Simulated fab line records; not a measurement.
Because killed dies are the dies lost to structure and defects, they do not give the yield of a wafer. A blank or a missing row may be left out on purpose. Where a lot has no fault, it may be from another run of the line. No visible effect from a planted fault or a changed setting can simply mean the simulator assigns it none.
Matching of chambers    flow n5 finfet    rie diel-04 running N5_FIN_SAQP_STRIP_70: 4 sister chambers
The step strips in N2/H2. 4 wafers are shown with their chamber, then 7 later ones without.

EACH WAFER AND ITS CHAMBER
wafer   chamber  showerhead plenum p Torr (Torr)
L082.5  0        3.34
L088.5  2        3.35
L091.1  1        3.47
L091.3  3        3.46

WAFERS WITH NO CHAMBER GIVEN
wafer   showerhead plenum p Torr (Torr)
L091.4  3.33
L094.1  3.33
L094.2  3.34
L094.6  3.33
L095.1  3.33
L095.4  3.33
L095.6  3.34

THE CHAMBER EACH PASSED THROUGH
wafer   from the rows above      in truth
L091.4  can't be placed: 0 or 2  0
L094.1  can't be placed: 0 or 2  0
L094.2  can't be placed: 0 or 2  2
L094.6  can't be placed: 0 or 2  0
L095.1  can't be placed: 0 or 2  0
L095.4  can't be placed: 0 or 2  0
L095.6  can't be placed: 0 or 2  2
0 of 7 placed correctly. From these rows, 7 cannot be placed; in 7 the true chamber is one of the candidates. Placed wrongly: 0.
How it was worked out, from the rows above alone: a wafer's distance from a chamber is the root of the sum, over the readings, of the square of ((its reading less the chamber's mean) divided by the reading's scatter). The wafer belongs to the nearest chamber; if the next one is less than 2 further off, it can't be placed. For every chamber, the mean is computed from those of its wafers that are shown. The scatter: with one shown wafer a chamber, the root of the mean of the squares of how far each hidden wafer lies from its nearest shown one.
